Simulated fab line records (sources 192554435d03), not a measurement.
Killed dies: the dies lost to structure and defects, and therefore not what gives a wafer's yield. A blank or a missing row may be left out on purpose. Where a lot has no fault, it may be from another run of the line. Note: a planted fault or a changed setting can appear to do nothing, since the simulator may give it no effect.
fab line records -- flow n5-finfet
record lots=7, wafers=39
route steps=1938 shown DUMMY_GATE@220 HKMG_FIN@427 MOL_CONTACT_COAG@562
start-h: the number of hours between the record's first day and the start of the first shown wafer of the lot -- wait-h: how many hours have passed since the lot's step before this one -- " repeats the value in the row above -- L1.1+2: one row covering several wafers at once -- - no value present, or no start provided -- * or withheld: withheld -- < > ~ a bound
route shown NAME@n: a module of which the file shows steps, and the number in the route of the first -- usual: mean/standard deviation taken from wafers without a fault -- same: alike in all rows -- chamber/n: place in a boat -- sites: the reading at each site -- _std_site: the standard deviation of these -- _edge_site: outer sites' mean less inner sites' -- radius-mm: for every site, how far away it sits from the centre of the wafer -- mask NAME#n: copy n -- behind: tool/chamber where the wafer was last shaped -- hold: why the lot went on hold/how many hours it stayed there/how the hold came to an end -- device: which transistor (n, p or np) failed to switch -- end of line: tests of these same wafers at the route's end -- a step without rows: its recipe alone -- killed: not the wafer's yield, but the dies lost to structure and defects at the first sort -- map: a wafer's dies, x killed, . not, _ none there
set.NAME: the setting that was run; set.NAME@STEP: the one run at that earlier step -- model.NAME: the simulator's own value behind a step, which no gauge read
lots run with intentionally changed settings; tables by step, rows by wafer
## steps
# step N5_DUMMY_GATE_HM_DEP_06
# recipe material=SiNx, target-thk-a=800, precursor=DCS/NH3, temp-c=700, pressure-mtorr=300, time-s=5141
lot.wafer,tool,chamber,start-h,wait-h,set.target-thk-a,model.SiNx_of_DUMMY_GATE_HM_DEP_06.thk-nm
L079.1+4,-,-,-,0.0,848.6,84.6
L079.2+5,-,-,-,0.0,848.6,85.2
L079.3,-,-,-,0.0,848.6,85
L079.6,-,-,-,0.0,848.6,84.8
L080.1+4+6,-,-,-,0.0,710.3,71.2
L080.2+3,-,-,-,0.0,710.3,71
L080.5,-,-,-,0.0,710.3,71.6
L082.1,lpcvd-02,1/65,91.15,0.0,800,80.2
L082.2,lpcvd-02,1/70,91.15,0.0,800,80.8
L082.5,lpcvd-02,1/84,91.15,0.0,800,81.4
L083.1,-,-,-,0.0,880.3,88.8
L083.2+3,-,-,-,0.0,880.3,88.4
L083.4,-,-,-,0.0,880.3,88
L083.5,-,-,-,0.0,880.3,88.6
L083.6,-,-,-,0.0,880.3,87.8
L090.1+5,-,-,-,7.2,689.1,71.2
L090.2,-,-,-,7.2,689.1,71.6
L090.3,-,-,-,7.2,689.1,71.8
L090.4,-,-,-,7.2,689.1,72
L090.6,-,-,-,7.2,689.1,71.4
L094.1,-,-,-,0.0,800,81.2
L094.2+4,-,-,-,0.0,800,80.4
L094.3+5,-,-,-,0.0,800,80.6
L094.6,-,-,-,0.0,800,80.2
L097.1+5+6,-,-,-,0.0,800,81.2
L097.2,-,-,-,0.0,800,80.4
L097.3,-,-,-,0.0,800,81.8
L097.4,-,-,-,0.0,800,81
# step N5_DUMMY_GATE_ETCH_32
# recipe chemistry=CF4, target=SiO2, target-depth-a=35, time-s=3.9, ion-energy-ev=350, pressure-mtorr=10, icp-w=800, bias-w=400, cf4-flow-sccm=80
lot.wafer,tool,chamber,start-h,wait-h,set.time-s,model.etch.depth-nm
L079.1+4,rie-si-01,2,83.09,0.1,3.9,3.555
L079.2,rie-si-01,3,83.09,0.1,3.9,3.459
L079.3,rie-si-01,1,83.09,0.1,3.9,3.467
L079.5,rie-si-01,3,83.09,0.1,3.9,3.441
L079.6,rie-si-01,1,83.09,0.1,3.9,3.51
L080.1,rie-si-03,2,87.79,0.1,4.715,4.359
L080.2,rie-si-03,3,87.79,0.1,3.9,3.682
L080.3,rie-si-03,1,87.79,0.1,3.9,3.596
L080.4,rie-si-03,0,87.79,0.1,4.715,4.337
L080.5,rie-si-03,2,87.79,0.1,4.715,4.344
L080.6,rie-si-03,1,87.79,0.1,3.9,3.592
L082.1,rie-si-05,1,96.72,0.1,3.9,3.585
L082.2,rie-si-05,0,96.72,0.1,3.9,3.408
L082.5,rie-si-05,0,96.72,0.1,3.9,3.426
L083.1,rie-si-01,3,102.02,0.1,3.9,3.466
L083.2,rie-si-01,2,102.02,0.1,4.234,3.854
L083.3,rie-si-01,1,102.02,0.1,3.9,3.499
L083.4,rie-si-01,2,102.02,0.1,4.234,3.813
L083.5,rie-si-01,1,102.02,0.1,3.9,3.451
L083.6,rie-si-01,3,102.02,0.1,4.234,3.798
L090.1,rie-si-03,2,151.56,0.1,3.337,3.064
L090.2,rie-si-03,3,151.56,0.1,3.9,3.661
L090.3,rie-si-03,0,151.56,0.1,3.337,3.036
L090.4,rie-si-03,1,151.56,0.1,3.9,3.581
L090.5,rie-si-03,0,151.56,0.1,3.337,3.054
L090.6,rie-si-03,1,151.56,0.1,3.9,3.583
L094.1,rie-si-05,2,171.87,0.1,3.9,3.598
L094.2,rie-si-05,3,171.87,0.1,4.16,3.646
L094.3,rie-si-05,0,171.87,0.1,3.9,3.46
L094.4,rie-si-05,1,171.87,0.1,4.16,3.865
L094.5,rie-si-05,1,171.87,0.1,4.16,3.885
L094.6,rie-si-05,2,171.87,0.1,3.9,3.575
L097.1,rie-si-01,3,193.76,0.1,4.66,4.13
L097.2,rie-si-01,0,193.76,0.1,3.9,3.561
L097.3,rie-si-01,2,193.76,0.1,4.66,4.248
L097.4,rie-si-01,1,193.76,0.1,4.66,4.14
L097.5,rie-si-01,3,193.76,0.1,3.9,3.48
L097.6,rie-si-01,2,193.76,0.1,3.9,3.579
# step N5_HKMG_FIN_EXPOSE_09
# recipe mask-id=NWFM, na=1.35, source-shape=conventional, sigma-outer=0.8, polarization=unpolarized, dose-mj=39.25
lot.wafer,tool,chamber,start-h,wait-h,mask,set.dose-mj
L079.1+2+5,arfi-scanner-01,0,116.48,-,NWFM#0,41.03
L079.3+4+6,arfi-scanner-01,0,116.48,-,NWFM#0,39.25
L080.1+2+3+4+5+6,arfi-scanner-02,0,118.39,-,NWFM#0,39.25
L082.1+2+5,arfi-scanner-03,0,124.65,-,NWFM#0,39.25
L083.1+2+3+4+5+6,arfi-scanner-01,0,131.33,-,NWFM#0,39.25
L090.1+2+4,arfi-scanner-03,0,179.55,-,NWFM#0,39.25
L090.3+5+6,arfi-scanner-03,0,179.55,-,NWFM#0,37.01
L094.1+5+6,arfi-scanner-02,0,199.95,-,NWFM#0,39.25
L094.2+3+4,arfi-scanner-02,0,199.95,-,NWFM#0,37.71
L097.1+2+6,arfi-scanner-02,0,221.33,-,NWFM#0,41.93
L097.3+4+5,arfi-scanner-02,0,221.33,-,NWFM#0,39.25
# step N5_HKMG_FIN_PEB_10
# recipe peb-temp-c=withheld, peb-time-s=60, resist=CAR-ArF
# step N5_HKMG_FIN_DEVELOP_11
# recipe develop-time-s=30, developer=TMAH, resist=CAR-ArF, dev-temp-c=23, rinse-liquid=diw, dry=air-spin
# step N5_HKMG_FIN_CD_MEAS_12
# recipe target-cd-nm=92.8, landing-energy-ev=500, detector=se-inlens
# usual cd-nm=92.5/0.59
lot.wafer,tool,chamber,start-h,wait-h,set.dose-mj@HKMG_FIN_EXPOSE_09,cd-nm
L079.1,cd-sem-01,0,116.61,-,41.03,96.6
L079.2,cd-sem-01,0,116.61,-,41.03,95.9
L079.3,cd-sem-01,0,116.61,-,39.25,92.3
L079.4,cd-sem-01,0,116.61,-,39.25,92.2
L079.5,cd-sem-01,0,116.61,-,41.03,96.1
L079.6,cd-sem-01,0,116.61,-,39.25,93.4
L080.1,cd-sem-01,0,118.51,-,39.25,93.1
L080.2,cd-sem-01,0,118.51,-,39.25,93.6
L080.3,cd-sem-01,0,118.51,-,39.25,92.9
L080.4,cd-sem-01,0,118.51,-,39.25,92.1
L080.5,cd-sem-01,0,118.51,-,39.25,92.4
L080.6,cd-sem-01,0,118.51,-,39.25,93.0
L082.1,cd-sem-01,0,124.77,-,39.25,92.4
L082.2,cd-sem-01,0,124.77,-,39.25,92.2
L082.5,cd-sem-01,0,124.77,-,39.25,92.1
L083.1,cd-sem-03,0,131.45,-,39.25,92.5
L083.2,cd-sem-03,0,131.45,-,39.25,92.5
L083.3,cd-sem-03,0,131.45,-,39.25,92.1
L083.4,cd-sem-03,0,131.45,-,39.25,91.8
L083.5,cd-sem-03,0,131.45,-,39.25,91.2
L083.6,cd-sem-03,0,131.45,-,39.25,91.5
L090.1,cd-sem-02,0,179.67,-,39.25,92.6
L090.2,cd-sem-02,0,179.67,-,39.25,92.3
L090.3,cd-sem-02,0,179.67,-,37.01,89.4
L090.4,cd-sem-02,0,179.67,-,39.25,92.3
L090.5,cd-sem-02,0,179.67,-,37.01,88.1
L090.6,cd-sem-02,0,179.67,-,37.01,88.2
L094.1,cd-sem-01,0,200.07,-,39.25,91.9
L094.2,cd-sem-01,0,200.07,-,37.71,90.1
L094.3,cd-sem-01,0,200.07,-,37.71,90.1
L094.4,cd-sem-01,0,200.07,-,37.71,89.8
L094.5,cd-sem-01,0,200.07,-,39.25,92.6
L094.6,cd-sem-01,0,200.07,-,39.25,92.9
L097.1,cd-sem-02,0,221.45,-,41.93,96.4
L097.2,cd-sem-02,0,221.45,-,41.93,97.6
L097.3,cd-sem-02,0,221.45,-,39.25,93.5
L097.4,cd-sem-02,0,221.45,-,39.25,92.7
L097.5,cd-sem-02,0,221.45,-,39.25,93.1
L097.6,cd-sem-02,0,221.45,-,41.93,97.4
# step N5_HKMG_FIN_ETCH_31
# recipe chemistry=CF4, target=SiARC, target-depth-a=455, mask-material=CAR-ArF, time-s=75.8, ion-energy-ev=80, pressure-mtorr=40, source-w=545, bias-w=36, Ar_flow_sccm=100, cf4-flow-sccm=100, ends=cleared
# usual rf-vpp-V=184.2/1
lot.wafer,tool,chamber,start-h,wait-h,set.bias-w,rf-vpp-V
L079.1,rie-diel-03,0,116.73,0.0,30.49,166.3
L079.2,rie-diel-03,1,116.73,0.0,30.49,167.5
L079.3,rie-diel-03,2,116.73,0.0,36,184.5
L079.4,rie-diel-03,3,116.73,0.0,36,182.8
L079.5,rie-diel-03,2,116.73,0.0,36,186.3
L079.6,rie-diel-03,3,116.73,0.0,30.49,167.0
L080.1,rie-diel-02,2,118.77,0.0,36,182.9
L080.2,rie-diel-02,0,118.77,0.0,36,184.6
L080.3,rie-diel-02,3,118.77,0.0,36,184.9
L080.4,rie-diel-02,1,118.77,0.0,36,184.7
L080.5,rie-diel-02,0,118.77,0.0,36,185.0
L080.6,rie-diel-02,3,118.77,0.0,36,185.2
L082.1,rie-diel-02,2,124.89,0.0,36,183.3
L082.2,rie-diel-02,0,124.89,0.0,36,185.0
L082.5,rie-diel-02,3,124.89,0.0,36,186.1
L083.1,rie-diel-02,0,131.58,0.0,36,183.6
L083.2,rie-diel-02,1,131.58,0.0,42.32,204.3
L083.3,rie-diel-02,3,131.58,0.0,36,185.9
L083.4,rie-diel-02,2,131.58,0.0,42.32,202.7
L083.5,rie-diel-02,0,131.58,0.0,42.32,203.9
L083.6,rie-diel-02,1,131.58,0.0,36,182.8
L090.1,rie-diel-02,1,179.79,0.0,36,184.4
L090.2,rie-diel-02,0,179.79,0.0,36,184.1
L090.3,rie-diel-02,2,179.79,0.0,40.39,197.5
L090.4,rie-diel-02,3,179.79,0.0,40.39,199.1
L090.5,rie-diel-02,2,179.79,0.0,36,183.1
L090.6,rie-diel-02,3,179.79,0.0,40.39,200.9
L094.1,rie-diel-06,0,200.19,0.0,30.64,164.5
L094.2,rie-diel-06,1,200.19,0.0,36,184.2
L094.3,rie-diel-06,2,200.19,0.0,30.64,164.4
L094.4,rie-diel-06,3,200.19,0.0,36,183.8
L094.5,rie-diel-06,3,200.19,0.0,30.64,166.9
L094.6,rie-diel-06,2,200.19,0.0,36,183.4
L097.1,rie-diel-03,1,221.58,0.0,36,183.5
L097.2,rie-diel-03,3,221.58,0.0,36,185.6
L097.3,rie-diel-03,0,221.58,0.0,36,185.5
L097.4,rie-diel-03,2,221.58,0.0,36,184.1
L097.5,rie-diel-03,1,221.58,0.0,36,183.0
L097.6,rie-diel-03,2,221.58,0.0,36,184.3
# step N5_MOL_CONTACT_COAG_ALD_123
# recipe material=SiNx, target-thk-a=50, temp-c=400, ald-precursor-family=SiH2I2, ald-co-reactant=N2/H2-plasma, pulse-time-s=1, purge-time-s=2, co-reactant-purge-time-s=2, ald-cycles=100, pressure-torr=2
lot.wafer,tool,chamber,start-h,wait-h,set.ald-cycles,model.SiNx_of_MOL_CONTACT_COAG_ALD_123.thk-nm
L079.1+5+6,ald-sin-02,"2,2,1",136.23,0.0,95,4.8
L079.2+3+4,ald-sin-02,"1,0,0",136.23,0.0,100,5
L080.1+2+5,ald-sin-02,"0,2,2",139.78,0.0,112,5.6
L080.3+4+6,ald-sin-02,"3,1,3",139.78,0.0,100,5
L082.1+2+5,ald-sin-01,"3,0,1",148.59,0.0,100,5
L083.1+2+3+4+5+6,ald-sin-03,"1,0,3,2,0,3",152.01,0.0,100,5
L090.1+2+3+4+5+6,ald-sin-02,"2,3,1,0,0,1",203.56,0.1,100,5
L094.1+4+6,ald-sin-03,"3,1,3",222.81,1.1,100,5
L094.2+3+5,ald-sin-03,"2,1,2",222.81,1.1,105,5.2
L097.1+5+6,ald-sin-01,"3,3,2",243.10,0.1,100,5
L097.2+3+4,ald-sin-01,"2,1,0",243.10,0.1,111,5.6
# step N5_MOL_CONTACT_COAG_PECVD_31
# recipe material=SiO2, target-thk-a=460, temp-c=400, precursor=TEOS/O2, pressure-torr=6.5, rf-w=withheld, teos-flow-sccm=withheld, gas=O2, flow-sccm=2650, time-s=8.9
# step N5_MOL_CONTACT_COAG_COAT_75
# recipe resist=SOC, temp-c=250, time-s=60, spin-rpm=1500, resist-thk-nm=60
# step N5_MOL_CONTACT_COAG_STRIP_120
# recipe chemistry=CHF3, resist=SiARC, rf-frequency-hz=6e+07
# step N5_MOL_CONTACT_COAG_VIA_ETCH_117
# recipe chemistry=C4F6/O2, target-depth-a=400, overetch-a=80, mask-material=SOC, target=SiO2, bias-w=455, pressure-mtorr=10, time-s=26, source-w=325, Ar_flow_sccm=300, C4F6_flow_sccm=10, O2_flow_sccm=10, ion-energy-ev=575.3, ends=end-point
# step N5_MOL_CONTACT_COAG_ETCH_124
# recipe chemistry=CH3F/O2, target=SiNx, target-depth-a=65, mask-material=SOC, stop-on=SiOC, over-etch-frac=0.3, ion-energy-ev=120, pressure-mtorr=30, source-w=395, bias-w=73, Ar_flow_sccm=150, CH3F_flow_sccm=30, O2_flow_sccm=20, ends=end-point
lot.wafer,tool,chamber,start-h,wait-h,set.ald-cycles@MOL_CONTACT_COAG_ALD_123,model.etch.depth-nm
L079.1,rie-diel-03,3,139.39,0.0,95,4.744
L079.2,rie-diel-03,2,139.39,0.0,100,4.953
L079.3,rie-diel-03,0,139.39,0.0,100,5.022
L079.4,rie-diel-03,1,139.39,0.0,100,4.987
L079.5,rie-diel-03,2,139.39,0.0,95,4.74
L079.6,rie-diel-03,3,139.39,0.0,95,4.734
L080.1,rie-diel-03,2,143.96,0.0,112,5.61
L080.2,rie-diel-03,0,143.96,0.0,112,5.595
L080.3,rie-diel-03,1,143.96,0.0,100,5.017
L080.4,rie-diel-03,3,143.96,0.0,100,4.996
L080.5,rie-diel-03,2,143.96,0.0,112,5.608
L080.6,rie-diel-03,1,143.96,0.0,100,5.026
L082.1,rie-diel-06,0,151.43,0.0,100,4.992
L082.2,rie-diel-06,3,151.43,0.0,100,5.031
L082.5,rie-diel-06,0,151.43,0.0,100,5.011
L083.1+3,rie-diel-02,"3,2",154.84,0.0,100,5.003
L083.2,rie-diel-02,1,154.84,0.0,100,5.024
L083.4,rie-diel-02,0,154.84,0.0,100,4.991
L083.5,rie-diel-02,2,154.84,0.0,100,5.008
L083.6,rie-diel-02,1,154.84,0.0,100,5.009
L090.1,rie-diel-06,2,207.06,0.0,100,5.017
L090.2,rie-diel-06,1,207.06,0.0,100,4.997
L090.3,rie-diel-06,0,207.06,0.0,100,4.983
L090.4,rie-diel-06,3,207.06,0.0,100,4.99
L090.5,rie-diel-06,1,207.06,0.0,100,4.987
L090.6,rie-diel-06,0,207.06,0.0,100,4.988
L094.1,rie-diel-03,3,225.77,0.0,100,5.018
L094.2,rie-diel-03,0,225.77,0.0,105,5.264
L094.3,rie-diel-03,2,225.77,0.0,105,5.261
L094.4,rie-diel-03,1,225.77,0.0,100,5.016
L094.5,rie-diel-03,3,225.77,0.0,105,5.249
L094.6,rie-diel-03,2,225.77,0.0,100,5.044
L097.1,rie-diel-06,0,246.81,0.0,100,4.941
L097.2,rie-diel-06,2,246.81,0.0,111,5.538
L097.3,rie-diel-06,1,246.81,0.0,111,5.518
L097.4,rie-diel-06,3,246.81,0.0,111,5.535
L097.5,rie-diel-06,1,246.81,0.0,100,4.929
L097.6,rie-diel-06,2,246.81,0.0,100,4.957
## key
split step=N5_DUMMY_GATE_HM_DEP_06, setting=target-thk-a, stated=800, by=lot
response step=N5_DUMMY_GATE_HM_DEP_06, reading=model.SiNx_of_DUMMY_GATE_HM_DEP_06.thk-nm, change=+0.737, per=1%, r=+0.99
split step=N5_DUMMY_GATE_ETCH_32, setting=time-s, stated=3.9, by=wafer
response step=N5_DUMMY_GATE_ETCH_32, reading=model.etch.depth-nm, change=+0.0352, per=1%, r=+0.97
split step=N5_HKMG_FIN_EXPOSE_09, setting=dose-mj, stated=39.25, by=wafer
response step=N5_HKMG_FIN_CD_MEAS_12, reading=cd-nm, change=+0.653, per=1%, r=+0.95
split step=N5_HKMG_FIN_ETCH_31, setting=bias-w, stated=36, by=wafer
response step=N5_HKMG_FIN_ETCH_31, reading=rf-vpp-V, change=+1.18, per=1%, r=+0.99
split step=N5_MOL_CONTACT_COAG_ALD_123, setting=ald-cycles, stated=100, by=wafer
response step=N5_MOL_CONTACT_COAG_ALD_123, reading=model.SiNx_of_MOL_CONTACT_COAG_ALD_123.thk-nm, change=+0.0502, per=1%, r=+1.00
response step=N5_MOL_CONTACT_COAG_ETCH_124, reading=model.etch.depth-nm, change=+0.0507, per=1%, r=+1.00
